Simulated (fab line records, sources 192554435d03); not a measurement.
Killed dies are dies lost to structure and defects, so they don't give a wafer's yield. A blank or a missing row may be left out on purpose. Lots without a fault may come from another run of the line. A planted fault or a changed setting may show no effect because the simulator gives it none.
fab line records | flow n5_finfet
record lots=4 wafers=12 last_day=14
route steps=1938 shown BEOL_M3@1001 BEOL_M4@1021 PASSIVATION@1936
lots that met no fault: from a run of the same line without faults
start_h: hours from the record's first day to the start of the lot's first wafer shown | wait_h: hours since the lot's step before | " the same as in the row above | L1.1+2: a row that stands for several wafers | - no value, or no start given | * or withheld: withheld | < > ~ a bound
route shown NAME@n: a module of which the file shows steps, and the number in the route of the first | usual: mean/standard deviation of fault-free wafers | same: alike in all rows | chamber/n: place in a boat | sites: the reading at each site | _std_site: their standard deviation | _edge_site: outer sites' mean less inner sites' | radius_mm: how far each site lies from the wafer's centre | mask NAME#n: copy n | behind: the tool/chamber that last shaped the wafer | hold: why the lot was held/for how many hours/how that ended | device: the transistor (n, p or np) that didn't switch | end of line: the same wafers' tests at the end of the route | a step without rows: its recipe alone | killed: dies lost to structure and defects at the first sort, not the wafer's yield | map: a wafer's dies, x killed, . not, _ none there
set.NAME: the setting as run; set.NAME@STEP: as run at that earlier step | model.NAME: the simulator's own value behind a step, which no gauge read
lots at some steps of the route; a table a step, a row a wafer
services: from which hour (start_h, from the record's first day; less than 0 if before it) a tool's chamber was out of use, for how many hours, and why
## steps
# step N5_BEOL_M3_ANNEAL_87
# recipe temp_c=400 time_s=240 ambient=vacuum
# step N5_BEOL_M3_SPUTTER_88
# recipe material=Cu target_thk_a=45 temp_c=-20 chamber_pressure_pa=0.07 power_w=withheld time_s=8.29
# step N5_BEOL_M3_ANNEAL_89
# recipe temp_c=400 time_s=240 ambient=vacuum
# step N5_BEOL_M3_SPUTTER_90
# recipe material=Cu target_thk_a=45 temp_c=-20 chamber_pressure_pa=0.07 power_w=withheld time_s=8.29
# step N5_BEOL_M3_ANNEAL_91
# recipe temp_c=400 time_s=240 ambient=vacuum
# step N5_BEOL_M3_SPUTTER_92
# recipe material=Cu target_thk_a=45 temp_c=-20 chamber_pressure_pa=0.07 power_w=withheld time_s=8.29
# step N5_BEOL_M3_ANNEAL_93
# recipe temp_c=400 time_s=240 ambient=vacuum
# step N5_BEOL_M3_SPUTTER_94
# recipe material=Cu target_thk_a=45 temp_c=-20 chamber_pressure_pa=0.07 power_w=withheld time_s=8.29
# step N5_BEOL_M3_ANNEAL_95
# recipe temp_c=400 time_s=240 ambient=vacuum
# step N5_BEOL_M3_SPUTTER_96
# recipe material=Cu target_thk_a=45 temp_c=-20 chamber_pressure_pa=0.07 power_w=withheld time_s=8.29
# step N5_BEOL_M3_ECD_50
# recipe material=Cu target_thk_a=3000
# step N5_BEOL_M3_ANNEAL_51
# recipe temp_c=225 time_s=90 ambient=N2
# step N5_BEOL_M3_CMP_52
# recipe stop_on=SiOC t_overpolish_s=6.8 down_force_psi=1 platen_rpm=50 clearing_platen_down_force_psi=1.5 clearing_platen_rpm=50 post_cmp_clean=cu_alkaline target_thk_nm=40 clearing_platen_pad_velocity_m_s=0.99484 pad_velocity_m_s=0.99484
# usual barrier_field_endpoint_s=24.2/0.69 motor_current_A=6.0/0.6 overpolish_run_s=6.798/0.0092 retaining_ring_pressure_frac=1.000/0.0051 slurry_filter_dp_kPa=13.49/0.13 time_to_endpoint_s=60/3.5
# columns lot.wafer tool chamber start_h wait_h barrier_field_endpoint_s motor_current_A overpolish_run_s retaining_ring_pressure_frac slurry_filter_dp_kPa time_to_endpoint_s
L403.1 cmp-03 0 154.95 0.4 25.0 6.7 6.805 0.992 13.50 65
L403.5 " 1 " " 24.9 5.9 6.793 0.999 13.69 67
L403.6 " 2 " " 25.9 6.7 6.764 0.995 13.38 69
L405.4 cmp-03 2 165.50 0.1 25.5 6.6 6.800 0.995 13.60 63
L405.3 " 1 " " 24.4 5.9 6.805 1.008 13.62 59
L405.6 " 3 " " 24.2 6.9 6.803 1.000 13.52 60
L408.3 cmp-03 1 192.14 0.2 24.7 6.1 6.812 1.005 13.63 66
L408.2 " 3 " " 24.1 6.2 6.805 1.008 13.52 62
L408.5 " 0 " " 24.9 6.9 6.783 1.004 13.61 63
L415.2 cmp-02 3 225.75 0.3 23.6 5.5 6.812 0.995 13.61 59
L415.5 " 2 " " 23.5 5.9 6.813 0.999 13.50 54
L415.6 " 3 " " 24.1 5.8 6.805 0.998 13.48 57
# step N5_BEOL_M3_PRE_CLEAN_60
# recipe gas=NH3/H2 time_s=15 temp_c=* rf_power_w=300
# step N5_BEOL_M3_CO_CAP_55
# recipe material=Co target_thk_a=20 temp_c=200 precursor=CCTBA/H2 pressure_torr=30 time_s=102.1
# step N5_BEOL_M3_PRE_CLEAN_56
# recipe gas=NH3 time_s=15 temp_c=withheld rf_power_w=300
# step N5_BEOL_M3_DEP_57
# recipe material=SiCN target_thk_a=80 temp_c=withheld precursor=3MS/NH3 pressure_torr=3 rf_w=202 time_s=14
# step N5_BEOL_M3_INSPECT_59
# recipe inspect_instrument=darkfield mode=post_dep
# usual raw_defect_count=73/22
# columns lot.wafer tool chamber start_h wait_h raw_defect_count
L403.1 defect_inspect-02 - 155.44 0.0 60
L403.5 " - " " 118
L403.6 " - " " 94
L405.3 defect_inspect-02 - 166.08 0.0 359
L405.4 " - " " 375
L405.6 " - " " 426
L408.2 defect_inspect-01 - 192.96 0.0 361
L408.3 " - " " 347
L408.5 " - " " 321
L415.2 defect_inspect-02 - 226.30 0.0 97
L415.5 " - " " 103
L415.6 " - " " 66
# step N5_BEOL_M4_ILD_DEP_00
# recipe material=SiOC target_thk_a=790 temp_c=350 precursor=DEMS/O2 pressure_torr=5 rf_w=500 time_s=15.3
# step N5_BEOL_M4_PECVD_72
# recipe material=SiO2 target_thk_a=160 temp_c=400 precursor=TEOS/O2 pressure_torr=5.5 rf_w=450 teos_flow_sccm=53.8 gas=O2 flow_sccm=3000 time_s=18
# step N5_BEOL_M4_HM_DEP_02
# recipe material=TiN target_thk_a=200 temp_c=25 chamber_pressure_pa=0.49996
# step N5_BEOL_M4_COAT_61
# recipe resist=SOC temp_c=250 time_s=60 spin_rpm=1500 resist_thk_nm=60
# step N5_BEOL_M4_COAT_62
# recipe resist=SiARC temp_c=220 time_s=60 spin_rpm=1500 resist_thk_nm=12
# step N5_BEOL_M4_COAT_73
# recipe resist=underlayer temp_c=205 time_s=60 spin_rpm=1500 resist_thk_nm=5
# step N5_BEOL_M4_COAT_05
# recipe resist=CAR-EUV spin_rpm=1500 resist_thk_nm=30
# step N5_BEOL_M4_EBR_07
# recipe solvent=PGMEA ebr_width_mm=1.5
# step N5_BEOL_M4_SOFTBAKE_06
# recipe temp_c=110 time_s=60 resist=CAR-EUV
# step N5_BEOL_M4_EXPOSE_08
# recipe mask_id=M4 na=0.33 source_shape=dipole sigma_inner=0.369 sigma_outer=0.767 polarization=unpolarized dose_mj=41.25
# step N5_BEOL_M4_PEB_09
# recipe peb_temp_c=100 peb_time_s=60 resist=CAR-EUV
# step N5_BEOL_M4_DEVELOP_10
# recipe develop_time_s=30 developer=TMAH resist=CAR-EUV rinse_liquid=surfactant_rinse dry=air_spin dev_temp_c=23
# step N5_BEOL_M4_INSPECT_13
# recipe mode=adi inspect_instrument=brightfield
# usual raw_defect_count=422/81
# columns lot.wafer tool chamber start_h wait_h raw_defect_count
L403.1 defect_inspect-01 - 157.92 0.1 406
L403.5 " - " " 412
L403.6 " - " " 422
L405.3 defect_inspect-01 - 166.95 0.0 655
L405.4 " - " " 776
L405.6 " - " " 904
L408.2 defect_inspect-02 - 194.48 0.0 755
L408.3 " - " " 732
L408.5 " - " " 980
L415.2 defect_inspect-01 - 228.74 0.0 447
L415.5 " - " " 426
L415.6 " - " " 378
# step N5_BEOL_M4_DESCUM_16
# recipe chemistry=O2 time_s=7 source_power_w=50 bias_power_w=20 pressure_mtorr=20 rf_frequency_hz=2.712e+07 temp_c=40 resist=CAR-EUV o2_flow_sccm=225
# step N5_BEOL_M4_ETCH_74
# recipe chemistry=N2/H2 target=underlayer target_depth_a=65 mask_material=CAR-EUV time_s=5.2 ion_energy_ev=200 pressure_mtorr=30 source_w=840 bias_w=150 n2_flow_sccm=200 h2_flow_sccm=200 ends=cleared
# step N5_BEOL_M4_ETCH_63
# recipe chemistry=CF4 target=SiARC target_depth_a=156 mask_material=CAR-EUV time_s=26 ion_energy_ev=80 pressure_mtorr=40 source_w=545 bias_w=36 Ar_flow_sccm=100 cf4_flow_sccm=100 ends=cleared
# step N5_BEOL_M4_ETCH_64
# recipe chemistry=N2/H2 target=SOC target_depth_a=750 overetch_a=225 mask_material=SiARC temp_c=40 time_s=121.9 ion_energy_ev=200 pressure_mtorr=30 source_w=840 bias_w=150 n2_flow_sccm=200 h2_flow_sccm=200
# step N5_BEOL_M4_STRIP_65
# recipe chemistry=N2/H2 temp_c=40 n2_flow_sccm=200 h2_flow_sccm=200 rf_frequency_hz=6e+07
# step N5_BEOL_M4_STRIP_75
# recipe chemistry=N2/H2 temp_c=40 n2_flow_sccm=200 h2_flow_sccm=200 rf_frequency_hz=6e+07
# step N5_BEOL_M4_INSPECT_30
# recipe mode=adi inspect_instrument=brightfield
# usual raw_defect_count=423/84
# columns lot.wafer tool chamber start_h wait_h raw_defect_count
L403.1 defect_inspect-01 - 158.80 0.1 434
L403.5 " - " " 394
L403.6 " - " " 428
L405.3 defect_inspect-02 - 167.83 0.0 698
L405.4 " - " " 864
L405.6 " - " " 947
L408.2 defect_inspect-01 - 195.68 0.0 695
L408.3 " - " " 709
L408.5 " - " " 974
L415.2 defect_inspect-02 - 229.64 0.0 485
L415.5 " - " " 456
L415.6 " - " " 406
# step N5_BEOL_M4_RC_MEAS_101
# usual DIBL_N=36.0/1.6 DIBL_P=36.1/2 IOFF_N=0.160/0.029 IOFF_P=0.21/0.039 ION_N=675/13 ION_P=464/8.8 SS_N=71.5/0.58 SS_P=73.3/0.65 VT_N=250/3.3 VT_P=-249/3.6
# columns lot.wafer tool chamber start_h wait_h DIBL_N[mV/V] DIBL_P[mV/V] IOFF_N[nA/um] IOFF_P[nA/um] ION_N[uA/um] ION_P[uA/um] SS_N[mV/dec] SS_P[mV/dec] VT_N[mV] VT_P[mV]
L403.1 prober-02 0 163.92 0.0 34.0 31.5 0.107 0.14 654 448 70.2 73.1 254 -256
L403.5 " 0 " " 35.0 32.7 0.117 0.15 656 445 71.0 72.7 256 -255
L403.6 " 0 " " 35.7 34.8 0.131 0.19 658 460 71.1 73.1 251 -252
L405.3 prober-01 0 175.47 0.3 33.1 32.5 0.111 0.15 661 457 70.5 72.0 253 -253
L405.4 " 0 " " 34.1 34.1 0.128 0.17 670 451 71.3 71.9 253 -251
L405.6 " 0 " " 38.0 38.3 0.197 0.23 678 456 72.6 73.2 246 -248
L408.2 prober-02 0 204.80 0.2 36.0 34.9 0.136 0.20 663 461 71.1 72.7 252 -248
L408.3 " 0 " " 37.8 37.3 0.179 0.24 683 467 71.7 73.8 248 -248
L408.5 " 0 " " 36.9 36.2 0.153 0.22 688 471 71.0 73.2 250 -245
L415.2 prober-02 0 238.21 0.2 36.3 34.7 0.160 0.19 676 458 70.9 73.1 249 -252
L415.5 " 0 " " 37.9 36.9 0.190 0.22 684 467 71.4 73.5 246 -250
L415.6 " 0 " " 35.0 33.2 0.136 0.18 682 465 70.9 72.7 253 -253
# step N5_PASSIVATION_PROBE_49
# usual defect_limited_yield=91.0/1.3 killed_at_M0_to_M3=36/9.5 killed_at_M4_up=14/5.6 killed_at_contacts=12/6.4 killed_at_front_end=40/10 killed_at_other=3.2/3 killed_dies=107/15 killed_on_rim=15/4.5 killed_open=69/12 killed_short=35/7.7 sort_bin_5_function=5.3/0.91 sort_bin_6_memory=3.3/0.65 sort_n_pass=1073/15 sort_yield_pct=91.0/1.3
# same gross_dies=1180 killed_at_back_side=0 sort_bin_4_leakage[%]=0 sort_bin_8_speed[%]=0
# columns lot.wafer tool chamber start_h wait_h defect_limited_yield[%] killed_at_M0_to_M3 killed_at_M4_up killed_at_contacts killed_at_front_end killed_at_other killed_dies killed_on_rim killed_open killed_short sort_bin_5_function[%] sort_bin_6_memory[%] sort_n_pass sort_yield_pct[%]
L403.1 prober-02 - 270.11 0.0 91.5 29 10 4 52 5 100 14 71 29 5.4 2.8 1080 91.5
L403.5 prober-02 - 270.31 0.2 92.5 24 16 11 28 10 89 10 59 30 4.3 3.0 1091 92.5
L403.6 prober-02 - 270.36 0.3 93.9 28 9 11 24 0 72 12 52 19 3.3 2.4 1108 93.9
L405.3 prober-02 - 275.84 0.1 70.2 287 10 15 38 2 352 39 59 37 19.2 9.2 828 70.2
L405.4 prober-02 - 275.89 0.2 74.8 250 9 11 25 2 297 52 45 23 14.7 8.6 883 74.8
L405.6 prober-02 - 275.99 0.3 71.1 297 6 6 30 2 341 48 48 32 17.0 10.8 839 71.1
L408.2 prober-02 - 310.50 0.1 71.3 288 10 6 35 0 339 50 54 26 17.4 9.4 841 71.3
L408.3 prober-02 - 310.55 0.1 72.7 278 9 4 29 2 322 47 46 24 16.0 9.5 858 72.7
L408.5 prober-02 - 310.65 0.2 75.4 239 15 3 30 3 290 40 44 30 15.8 7.5 890 75.4
L415.2 prober-02 - 347.39 0.1 92.2 20 13 10 45 4 92 12 57 30 4.2 3.1 1088 92.2
L415.5 prober-02 - 347.54 0.2 92.3 30 9 6 34 12 91 15 48 37 3.5 3.6 1089 92.3
L415.6 prober-02 - 347.59 0.3 91.3 29 14 6 48 6 103 17 62 39 5.3 3.2 1077 91.3
# killed by level:class
L403.1 STI_FIN_REVEAL:geometric_particle:open=24 FIN_SAQP:geometric_particle:open=10 BEOL_M2:geometric_particle:open=10 BEOL_M0_SAQP:geometric_particle:short=7 BEOL_M4:geometric_particle:open=7 STI_FIN_REVEAL:geometric_particle:short=5 BEOL_M0_SAQP:geometric_particle:open=5 STARTING-WAFER:geometric_particle:short=3
L403.5 MOL_CONTACT_COAG:geometric_particle:open=9 BEOL_M1:geometric_particle:open=8 FIN_SAQP:geometric_particle:short=6 BEOL_M4:geometric_particle:open=6 FIN_SAQP:geometric_particle:open=5 BEOL_M3:geometric_particle:open=5 BEOL_M4:geometric_particle:short=5 BEOL_M0_SAQP:geometric_particle:short=3
L403.6 BEOL_M2:geometric_particle:open=12 MOL_CONTACT_COAG:geometric_particle:open=8 FIN_SAQP:geometric_particle:open=6 BEOL_M4:geometric_particle:open=6 STI_FIN_REVEAL:geometric_particle:open=4 DUMMY_GATE:geometric_particle:open=4 STI_FIN_REVEAL:geometric_particle:short=3 MOL_CONTACT_COAG:geometric_particle:short=3
L405.3 BEOL_M3:unspecified=256 FIN_SAQP:geometric_particle:short=12 MOL_CONTACT_COAG:geometric_particle:open=11 BEOL_M3:geometric_particle:open=10 FIN_SAQP:geometric_particle:open=7 DUMMY_GATE:geometric_particle:open=6 BEOL_M1:geometric_particle:open=6 BEOL_M3:geometric_particle:short=6
L405.4 BEOL_M3:unspecified=223 BEOL_M0_SAQP:geometric_particle:short=9 MOL_CONTACT_COAG:geometric_particle:open=8 HKMG_FIN:area_etch=6 BEOL_M2:geometric_particle:open=5 GATE_CUT:geometric_particle:short=4 BEOL_M1:geometric_particle:open=4 BEOL_M3:geometric_particle:open=4
L405.6 BEOL_M3:unspecified=260 FIN_SAQP:geometric_particle:short=12 BEOL_M1:geometric_particle:open=9 BEOL_M0_SAQP:geometric_particle:open=7 BEOL_M3:geometric_particle:open=6 BEOL_M0_SAQP:geometric_particle:short=5 GATE_CUT:geometric_particle:short=5 MOL_CONTACT_COAG:geometric_particle:open=5
L408.2 BEOL_M3:unspecified=254 BEOL_M0_SAQP:geometric_particle:open=11 BEOL_M0_SAQP:geometric_particle:short=8 FIN_SAQP:geometric_particle:open=7 DUMMY_GATE:geometric_particle:open=6 MOL_CONTACT_COAG:geometric_particle:open=5 FIN_SAQP:geometric_particle:short=4 STI_FIN_REVEAL:geometric_particle:open=4
L408.3 BEOL_M3:unspecified=251 BEOL_M0_SAQP:geometric_particle:open=9 GATE_CUT:geometric_particle:short=5 BEOL_M0_SAQP:geometric_particle:short=5 BEOL_M3:geometric_particle:open=5 FIN_SAQP:geometric_particle:open=4 MOL_CONTACT_COAG:geometric_particle:open=4 STARTING-WAFER:geometric_particle:open=4
L408.5 BEOL_M3:unspecified=215 GATE_CUT:geometric_particle:short=8 BEOL_M4:geometric_particle:open=7 BEOL_M2:geometric_particle:open=6 BEOL_M1:geometric_particle:short=5 BEOL_M3:geometric_particle:open=5 BEOL_M5:geometric_particle:open=5 SPACER0:geometric_particle:short=4
L415.2 FIN_SAQP:geometric_particle:open=15 FIN_SAQP:geometric_particle:short=15 MOL_CONTACT_COAG:geometric_particle:open=9 BEOL_M4:geometric_particle:open=7 BEOL_M0_SAQP:geometric_particle:open=5 DUMMY_GATE:geometric_particle:open=4 BEOL_M3:geometric_particle:open=4 ILD0:geometric_particle:open=3
L415.5 BEOL_M0_SAQP:geometric_particle:short=10 BEOL_M0_SAQP:geometric_particle:open=9 PAD_METAL:geometric_particle:short=8 MOL_CONTACT_COAG:geometric_particle:open=6 FIN_SAQP:geometric_particle:short=6 STI_FIN_REVEAL:geometric_particle:open=6 HKMG_FIN:area_etch=6 BEOL_M2:geometric_particle:open=5
L415.6 BEOL_M2:geometric_particle:open=8 FIN_SAQP:geometric_particle:short=7 STI_FIN_REVEAL:geometric_particle:open=7 BEOL_M0_SAQP:geometric_particle:short=7 BEOL_M3:geometric_particle:open=6 FIN_SAQP:geometric_particle:open=5 MOL_CONTACT_COAG:geometric_particle:open=5 BEOL_M4:geometric_particle:open=5
# map L405.3 (x killed, . not)
_________________....x.x.....________________
______________....x..........x.x_____________
___________.......x.x.x..xxx.....x.__________
__________.....x...xx.x.x.......x..._________
________..x..x...xx.xxxx..xx.xxx...x.._______
_______xx.xx.xx......xx....x.......x...______
______x..x.xx..xx.x...x......x....x....._____
_____...x...x.x...x.....x...x..xxx...x...____
____.....x..x.xx.......x......x.x..x.xxx..___
___.....xx...x..............xx.x...x...x.xx__
___xxx..xx...x...x....xx....xx.xxxxx...xx..__
__.xx..x..x..x.xx.....xx.xx.x..x.....xx....._
__...x.x..x.x..xx....x..x.....xx......xx..xx_
_xx....x.xx..x.x..x....x.x..x.x...x....xx.x..
_xx......x..x.xx.......x.......x........xx...
_....x.x.x..............x..........x...xx.x.x
_..x..x........x.x..x...x.....xx...........x.
_xxx..x.x....x...xx...xx...x.x.........x.....
_...x.x.xx....xx....x.x..x..x.....x..xx...x..
_xxx.x..xx.xx...x.x......xx...x....xx..x.x...
_..x.....x.............x..xxx........x..x....
__.x....xx...xxx..x...........x....x......xx_
__x..x.x.xx..xx.xxx.x.x.x....x..x...x.....x._
___xxx.....x.xx..x.x.x...x.x...xx...x.x.xxx__
___.x.....x.xx.xx....x.x..............xx...__
____..x..xxx.......xxxx.x....x.......x....___
_____...x...x..x....x.xx.......xx.....x..____
______.x..x.........x..xx.....x.x.xx...._____
_______x.xx....x...x.x.x.......x....x..______
________.x..xx..x........x.x.x...x...x_______
__________...x....xx.x.x....xxx.x.x._________
___________..x.x...x..xx...x....x..__________
______________...x.......x..x..x_____________
_________________.......xx...________________
# map L408.2 (x killed, . not)
_________________x......x.xx.________________
______________...x......x..x.x.x_____________
___________.x.x.......x.xxxx.xx..x.__________
__________...x..x.x...xx..x..x......_________
________.x..........x.....xx.x.....x.._______
_______......x............xx......xx..x______
______.....xx..xx.......x..........x.x.x_____
_____....xx.......x.x...x.....x..........____
____x.xxx.....x...x..x......x.......x..x..___
___x.xx.x.x......x.xxx........x.x....x.....__
___....x..xxx.x.xxx..xxx....x.x.xx..xx..xxx__
__...x......x.........xx...xx.......x.....x._
__.........x..xx.x...x.x....xx....x...x..x.._
_.x..xx......x.x.......x.xx...x..x...x..xx...
_..........x.x..x.........x.........xxxx....x
_....x....x.....xx..x..x.xx...x..x....x......
_...xx.xx..x.xx.x.x....xxx..x.x.x......x....x
_x.......x.....xx.......xx...x.x.x...x.xx...x
_......x.........x.x.x...x...x.x......xx.....
_...xx..xx.x.....x....x.x..x..x............xx
_.........x...xxx....xx.x.xx..........x.xx.x.
__..x..x..xx..x.....x.....xx.xx......x....x._
__x.x....x...xx..x..............x....x...x.._
___....x..x....x..xx.........x...x.x.x.....__
___.x..x.....xx........x.xxx...x.x....x.xxx__
____x.x.........xx.....xx...x....xx....x.x___
_____..xx.xx.......x..x.x.x...x.........x____
______.x..x...x...xx..x......x...x..x.xx_____
_______x..........x..xx..x.x.....xx....______
________xx.x.x.xxx.......x...xx.xx...._______
__________..x..x..xx.....xxx.x.x.xxx_________
___________.x....xxx.xx.xx.x.....x.__________
______________.xx..xx......x..xx_____________
_________________.....x..x.xx________________
## services
# columns tool chamber start_h hours kind
cmp-02 - 135.25 4.0 pm
cmp-02 - 139.25 - consumable_replace:conditioner
cmp-02 - 139.25 - consumable_replace:pad
cmp-02 - 199.17 2.7 repair
cmp-03 - 222.36 9.7 pm
## key
first_sign step=N5_BEOL_M3_INSPECT_59 reading=raw_defect_count direction=up sigmas=13 usual=73 struck=365
effect step=N5_BEOL_M4_INSPECT_13 reading=raw_defect_count direction=up sigmas=4.7 usual=422 struck=800
effect step=N5_BEOL_M4_INSPECT_30 reading=raw_defect_count direction=up sigmas=4.6 usual=423 struck=814
effect step=N5_PASSIVATION_PROBE_49 reading=killed_at_M0_to_M3 direction=up sigmas=25 usual=36 struck=273
more_kills_born_at N5_BEOL_M3_CMP_52@cmp-03=1459
met_at N5_BEOL_M3_CMP_52
struck_wafers L405.3,L405.4,L405.6,L408.2,L408.3,L408.5
onset_between 154.95 165.50
fault kind=chamber_particle_source tool=cmp-03 chamber=- onset_h=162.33 steps=N5_BEOL_M3_CMP_52 rate_per_visit_cm2=0.45907 end_h=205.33
